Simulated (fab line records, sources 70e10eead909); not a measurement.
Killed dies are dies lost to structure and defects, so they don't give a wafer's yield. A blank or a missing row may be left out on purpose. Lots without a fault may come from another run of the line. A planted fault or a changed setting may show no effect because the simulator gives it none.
Chamber matching | flow nand_harc | NHARC_A_BONDPAD_STRIP_15 on rie_diel-09: 4 sister chambers
The step strips in O2. 8 wafers are shown with their chamber, then 12 later ones without.

WAFERS WITH THEIR CHAMBER
wafer  | chamber | drypump_motor_current_A (A) | oes_product_au (a.u.)
L086.3 | 3       | 6.3                         | 0.997
L086.5 | 0       | 6.4                         | 0.989
L089.3 | 2       | 5.6                         | 1.005
L089.5 | 1       | 5.4                         | 0.987
L089.6 | 0       | 6.3                         | 1.006
L091.3 | 3       | 6.3                         | 1.012
L091.4 | 1       | 5.5                         | 0.982
L091.5 | 2       | 5.5                         | 1.001

WAFERS WITHOUT THEIR CHAMBER
wafer  | drypump_motor_current_A (A) | oes_product_au (a.u.)
L092.3 | 5.5                         | 0.989
L092.5 | 6.4                         | 1.006
L092.6 | 6.3                         | 1.013
L094.1 | 6.3                         | 1.015
L094.3 | 5.5                         | 1.003
L094.6 | 6.3                         | 1.007
L097.1 | 6.3                         | 1.026
L097.2 | 5.4                         | 0.981
L097.6 | 6.4                         | 1.004
L095.1 | 5.5                         | 1.008
L095.3 | 6.3                         | 1.014
L095.5 | 5.5                         | 0.998

WHICH CHAMBER EACH WENT THROUGH
wafer  | from the rows above     | in truth
L092.3 | can't be placed: 1 or 2 | 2
L092.5 | can't be placed: 0 or 3 | 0
L092.6 | can't be placed: 3 or 0 | 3
L094.1 | can't be placed: 3 or 0 | 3
L094.3 | can't be placed: 2 or 1 | 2
L094.6 | can't be placed: 3 or 0 | 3
L097.1 | can't be placed: 3 or 0 | 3
L097.2 | 1                       | 1
L097.6 | can't be placed: 0 or 3 | 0
L095.1 | can't be placed: 2 or 1 | 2
L095.3 | can't be placed: 3 or 0 | 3
L095.5 | can't be placed: 2 or 1 | 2
Placed correctly: 1 of 12. Can't be placed from these rows: 11 (the true chamber is among the candidates in 11). Placed wrongly: 0.
How it was worked out, from the rows above alone: a wafer's distance from a chamber is the root of the sum, over the readings, of the square of ((its reading less the chamber's mean) divided by the reading's scatter). The wafer belongs to the nearest chamber; if the next one is less than 2 further off, it can't be placed. A chamber's mean is the mean of its shown wafers. The scatter: the root of (the sum of the squares of (reading less its chamber's mean) over the shown wafers, divided by (wafers less chambers)).
